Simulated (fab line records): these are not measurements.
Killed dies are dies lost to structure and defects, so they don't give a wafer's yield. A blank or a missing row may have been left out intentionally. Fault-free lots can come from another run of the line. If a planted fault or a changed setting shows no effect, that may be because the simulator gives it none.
Split-lot experiment | flow n5_finfet | on a route of 1938 steps: 7 lots, 39 wafers read

== THE SPLIT ==
At N5_FIN_SAQP_HM_DEP_03 (deposits SiNx from SiH4/NH3/N2, target thk 38 nm, time 33.6 s), the setting target_thk_a was moved away from the recipe's 380 angstrom on 12 of the 39 wafers read, by -34.3% to -20.2%. This setting was run at the recipe's value on the other wafers.

== FROM THE SPLIT TO THE READING: what the file shows between them, 8 steps ==
- N5_FIN_SAQP_THK_MEAS_05
- N5_FIN_SAQP_PECVD_47: deposits a-Si from SiH4/He, target thk 45 nm, time 36.3 s
- N5_FIN_SAQP_PECVD_48: deposits SiNx from SiH4/NH3/N2, target thk 25 nm, time 22.1 s
- N5_FIN_SAQP_MANDREL2_REMOVE_60: chemistry HBr/Cl2/O2, target a-Si, stops on SiNx, bt time 10 s
- N5_FIN_SAQP_HM_OPEN_33: chemistry CH3F/O2, target SiNx, target depth 49.4 nm, time 70.6 s
- N5_FIN_SAQP_ETCH_34: etches SiO2 in C4F6/O2, target depth 45 nm, time 15 s
- N5_FIN_SAQP_STRIP_77: strips in N2/H2, time 90 s
- N5_FIN_SAQP_ETCH_64: etches SiO2 in CF4, target depth 1.5 nm

== THE READING ==
SiNx_of_FIN_SAQP_HM_DEP_03.thk_nm (the simulator's own value, which no gauge read), in nm, at N5_FIN_SAQP_FIN_ETCH_36 (etches the open film in HBr/Cl2/O2, target depth 120 nm, time 50.4 s). The file does not state a usual value for it. Average 21.1 nm, standard deviation 0.42 nm, over the 27 wafers here run with the recipe.

wafer  | tool, chamber at the split | target_thk_a as run, angstrom | against the recipe | SiNx_of_FIN_SAQP_HM_DEP_03.thk_nm, nm | against lot-mates on the recipe
L075.1 | pecvd-04, 1                | 249.8                         | -34.3%             | 7.6                                   | -13.7
L075.2 | pecvd-04, 0                | 380                           | recipe             | 21                                    | -
L075.3 | pecvd-04, 2                | 249.8                         | -34.3%             | 7.8                                   | -13.5
L075.5 | pecvd-04, 0                | 249.8                         | -34.3%             | 7.8                                   | -13.5
L075.4 | pecvd-04, 2                | 380                           | recipe             | 21.6                                  | -
L075.6 | pecvd-04, 1                | 380                           | recipe             | 21.2                                  | -
L076.1 | pecvd-01, 0                | 380                           | recipe             | 20.4                                  | -
L076.2 | pecvd-01, 1                | 380                           | recipe             | 20.4                                  | -
L076.3 | pecvd-01, 2                | 380                           | recipe             | 21                                    | -
L076.4 | pecvd-01, 1                | 380                           | recipe             | 21.6                                  | -
L076.6 | pecvd-01, 2                | 380                           | recipe             | 21.6                                  | -
L076.5 | pecvd-01, 0                | 380                           | recipe             | 21.2                                  | -
L078.1 | pecvd-04, 2                | 380                           | recipe             | 20.8                                  | -
L078.2 | pecvd-04, 0                | 380                           | recipe             | 20.6                                  | -
L078.3 | pecvd-04, 1                | 380                           | recipe             | 21                                    | -
L078.4 | pecvd-04, 0                | 380                           | recipe             | 21.4                                  | -
L078.5 | pecvd-04, 1                | 380                           | recipe             | 21.4                                  | -
L078.6 | pecvd-04, 2                | 380                           | recipe             | 21.4                                  | -
L080.1 | pecvd-01, 1                | 303.4                         | -20.2%             | 13.2                                  | -7.5
L080.5 | pecvd-01, 0                | 303.4                         | -20.2%             | 13.2                                  | -7.5
L080.2 | pecvd-01, 0                | 380                           | recipe             | 20.6                                  | -
L080.3 | pecvd-01, 2                | 380                           | recipe             | 20.8                                  | -
L080.6 | pecvd-01, 1                | 380                           | recipe             | 20.8                                  | -
L080.4 | pecvd-01, 2                | 303.4                         | -20.2%             | 13.6                                  | -7.1
L084.1 | pecvd-01, 2                | 294.2                         | -22.6%             | 13                                    | -8.3
L084.2 | pecvd-01, 1                | 294.2                         | -22.6%             | 12.6                                  | -8.7
L084.3 | pecvd-01, 0                | 380                           | recipe             | 21                                    | -
L084.4 | pecvd-01, 1                | 380                           | recipe             | 21.4                                  | -
L084.6 | pecvd-01, 0                | 380                           | recipe             | 21.4                                  | -
L084.5 | pecvd-01, 2                | 294.2                         | -22.6%             | 13.2                                  | -8.1
L092.1 | pecvd-02, 2                | 380                           | recipe             | 21.8                                  | -
L092.6 | pecvd-02, 2                | 380                           | recipe             | 21.8                                  | -
L092.2 | pecvd-02, 0                | 267.8                         | -29.5%             | 9.6                                   | -12.0
L092.3 | pecvd-02, 1                | 380                           | recipe             | 21.2                                  | -
L092.4 | pecvd-02, 0                | 267.8                         | -29.5%             | 10.4                                  | -11.2
L092.5 | pecvd-02, 1                | 267.8                         | -29.5%             | 10.4                                  | -11.2
L094.1 | pecvd-02, 2                | 380                           | recipe             | 20.6                                  | -
L094.3 | pecvd-02, 0                | 380                           | recipe             | 20.4                                  | -
L094.5 | pecvd-02, 1                | 380                           | recipe             | 21.2                                  | -

FIT RESULTS
A straight line over all 39 wafers: SiNx_of_FIN_SAQP_HM_DEP_03.thk_nm changes by +0.379 nm for each +1% of target_thk_a; r = +1.00; the points scatter about the line by 0.42 nm.
The same after taking each lot's own level away (the mean of its wafers on the recipe; 39 wafers): +0.386 nm for each +1%; r = +1.00; scatter 0.36 nm.
According to that fit, moving target_thk_a by its largest amount changes the reading by 13 nm.
From 20.73 to 21.60 nm: that is the span of the lots' own levels, equal to 2.1 times the standard deviation above.
The two slopes agree, so the slope changes little with the lot-to-lot level.
Check: for one of the wafers moved furthest among these (-34.3%), held out of the fit, the line's prediction against its lot-mates is -13.1 nm. Against them it came out at -13.7 nm.

== THE WHOLE CHAIN: every reading that the file lists as answering this split, in the file's order ==
step                    | what it does                                                         | reading                                                                            | change (the file's fit)               | r (the file's)
N5_FIN_SAQP_HM_DEP_03   | deposits SiNx from SiH4/NH3/N2, target thk 38 nm, time 33.6 s        | SiNx_of_FIN_SAQP_HM_DEP_03.thk_nm (the simulator's own value, which no gauge read) | +0.378 nm for each +1% of the setting | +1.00
N5_FIN_SAQP_THK_MEAS_05 |                                                                      | thk_nm                                                                             | withheld for each +1% of the setting  | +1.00
N5_FIN_SAQP_HM_OPEN_33  | chemistry CH3F/O2, target SiNx, target depth 49.4 nm, time 70.6 s    | etch_rf_on_time_s                                                                  | withheld for each +1% of the setting  | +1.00
N5_FIN_SAQP_HM_OPEN_33  | chemistry CH3F/O2, target SiNx, target depth 49.4 nm, time 70.6 s    | etch.depth_nm (the simulator's own value, which no gauge read)                     | +0.378 nm for each +1% of the setting | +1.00
N5_FIN_SAQP_FIN_ETCH_36 | etches the open film in HBr/Cl2/O2, target depth 120 nm, time 50.4 s | SiNx_of_FIN_SAQP_HM_DEP_03.thk_nm (the simulator's own value, which no gauge read) | +0.385 nm for each +1% of the setting | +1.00

== THE FILE'S OWN FIT ==
SiNx_of_FIN_SAQP_HM_DEP_03.thk_nm changes by +0.385 nm for each +1% of target_thk_a, r = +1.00.
